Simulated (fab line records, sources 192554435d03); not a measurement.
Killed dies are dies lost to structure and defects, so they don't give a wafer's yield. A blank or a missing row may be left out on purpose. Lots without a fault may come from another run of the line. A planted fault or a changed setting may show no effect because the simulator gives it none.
Which tool did it? | flow n5_finfet | 10 lots, 28 wafers sampled, at 1 step of a route of 1938

WHAT THE GAUGES READ, wafer by wafer
N5_BEOL_M4_RC_MEAS_101.
lot  | measured     | on        | DIBL_N (mV/V)  | DIBL_P (mV/V)  | IOFF_N (nA/um) | IOFF_P (nA/um) | ION_N (uA/um) | ION_P (uA/um) | SS_N (mV/dec)  | SS_P (mV/dec)  | VT_N (mV)   | VT_P (mV)
L808 | day 8 14:06  | prober-01 | 38.8 37.1 38.4 | 39.0 37.3 38.6 | 0.22 0.19 0.21 | 0.26 0.22 0.25 | 688 686 702   | 462 463 467   | 72.4 72.2 72.2 | 73.5 73.2 73.4 | 248 247 245 | -249 -251 -248
L809 | day 9 01:14  | prober-01 | 39.2 38.1 39.9 | 39.5 37.7 41.7 | 0.23 0.19 0.27 | 0.27 0.23 0.32 | 705 689 712   | 473 468 482   | 71.8 72.9 72.1 | 74.0 73.8 74.1 | 243 248 242 | -247 -252 -243
L810 | day 9 10:15  | prober-02 | 37.4 38.0 35.2 | 34.9 36.7 31.8 | 0.14 0.16 0.11 | 0.19 0.21 0.15 | 667 666 652   | 458 458 450   | 71.9 71.9 70.9 | 73.1 73.1 71.9 | 251 249 257 | -251 -251 -256
L812 | day 9 18:03  | prober-02 | 34.4 35.4 35.9 | 33.7 35.4 35.8 | 0.13 0.14 0.15 | 0.19 0.21 0.22 | 676 668 673   | 468 460 464   | 71.2 71.7 71.1 | 73.0 72.4 73.9 | 254 252 248 | -252 -248 -246
L815 | day 10 12:20 | prober-02 | 35.3 33.3 36.0 | 36.0 34.3 36.6 | 0.16 0.13 0.18 | 0.26 0.22 0.28 | 686 670 686   | 475 473 477   | 72.0 70.9 71.9 | 73.8 73.4 73.5 | 249 250 249 | -244 -246 -240
L817 | day 10 13:31 | prober-01 | 42.0 39.3 40.1 | 39.8 37.0 38.6 | 0.26 0.19 0.23 | 0.28 0.23 0.26 | 686 676 709   | 462 457 480   | 72.7 72.1 72.5 | 74.2 74.4 74.3 | 242 249 243 | -247 -248 -243
L825 | day 13 20:59 | prober-01 | 39.4 35.9      | 38.5 35.1      | 0.18 0.13      | 0.23 0.18      | 673 668       | 456 458       | 72.3 70.6      | 74.2 73.4      | 254 256     | -252 -254
L826 | day 14 01:07 | prober-02 | 38.3 37.0 36.4 | 36.8 34.8 35.6 | 0.17 0.15 0.15 | 0.22 0.20 0.21 | 676 687 677   | 462 465 474   | 71.4 71.8 71.5 | 73.8 72.7 73.0 | 248 250 250 | -248 -249 -249
L824 | day 14 04:46 | prober-01 | 36.4 36.9 35.1 | 38.7 39.7 37.1 | 0.18 0.18 0.15 | 0.25 0.26 0.23 | 686 690 674   | 472 480 469   | 72.6 72.1 72.0 | 73.6 73.6 73.0 | 246 247 250 | -246 -245 -249
L827 | day 14 21:18 | prober-02 | 35.5 38.1      | 36.1 39.4      | 0.15 0.23      | 0.19 0.26      | 678 704       | 459 473       | 71.7 72.0      | 73.9 74.4      | 251 242     | -252 -248

WHICH TOOL RAN EACH LOT (tool, then ch and the chambers of the sampled wafers, then the start)
The record holds no process step before these readings.

WHAT THE TOOLS THEMSELVES READ (means of the sampled wafers that have a number; where no wafer has one, the mark that the record gives instead)
The record holds no such reading with a usual standard deviation.

THE ANSWER, worked out from the rows above alone
Rule: what is usual is taken from the lots themselves. Put in order of their means at a reading, lots are off if they are a third of the lots or fewer, leave a main group of 4 or more, and stand apart from it by a gap of 3 or more times the standard deviation of the main group's means; of several such gaps the widest counts. A main group whose means are all the same, to the digits that the tables above print for the reading, isn't used. A lot without any number at a reading at which 4 lots or more have one is off too. The other lots that the step has rows for count as sound. The gauges are gone through in route order, then the tools' own readings, and for those a lot's mean is taken as printed above. The first step at which some lot is off is used, and at that step the reading that is off furthest; a lot without a number counts as furthest.
No lot is off at any reading shown: from this, nothing can be told.

WHAT THE SIMULATOR HAD PUT IN
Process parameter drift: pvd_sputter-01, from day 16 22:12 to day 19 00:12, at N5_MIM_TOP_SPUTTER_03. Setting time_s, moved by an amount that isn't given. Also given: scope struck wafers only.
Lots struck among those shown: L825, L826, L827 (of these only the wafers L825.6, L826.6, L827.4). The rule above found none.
